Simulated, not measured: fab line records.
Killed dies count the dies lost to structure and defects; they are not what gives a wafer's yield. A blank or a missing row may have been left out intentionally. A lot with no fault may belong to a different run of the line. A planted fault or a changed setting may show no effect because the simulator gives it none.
Chamber matching -- flow nand harc -- cmp-01 running NHARC_P_CONTACT_CMP_24: 4 sister chambers
The step polishes, t overpolish 30 s, target thk 200 nm. 7 wafers are shown with their chamber, then 8 later ones without.

EACH WAFER AND ITS CHAMBER
wafer,chamber,motor current A (A),time to endpoint s (s)
L078.2,2,13.1,37.8
L079.3,0,13.5,40.2
L079.6,3,9.9,46.7
L081.2,1,11.9,41.6
L081.3,0,13.9,38.6
L081.4,3,9.5,42.5
L085.1,2,13.7,39.6

WAFERS WITH NO CHAMBER GIVEN
wafer,motor current A (A),time to endpoint s (s)
L085.3,11.8,36.9
L085.4,14.0,37.1
L093.3,11.6,38.9
L093.4,14.2,38.7
L093.5,9.6,40.2
L095.2,12.4,39.8
L095.3,13.7,40.2
L095.5,9.9,42.8

THE CHAMBER EACH PASSED THROUGH
wafer,from the rows above,in truth
L085.3,1,1
L085.4,can't be placed: 0 or 2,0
L093.3,1,1
L093.4,can't be placed: 0 or 2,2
L093.5,3,3
L095.2,can't be placed: 1 or 2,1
L095.3,can't be placed: 0 or 2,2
L095.5,3,3
Correct placement for 4 of the 8. Not placeable from these rows: 4 (in 4, the candidates include the true chamber). 0 placed wrongly.
How it was worked out, from the rows above alone: a wafer's distance from a chamber is the root of the sum, over the readings, of the square of ((its reading less the chamber's mean) divided by the reading's scatter). If the next closest chamber is less than 2 further off than the closest, the wafer can't be placed; otherwise it belongs to the closest. The mean given for a chamber averages the wafers shown for that chamber. The scatter: the root of (the sum of the squares of (reading less its chamber's mean) over the shown wafers, divided by (wafers less chambers)).
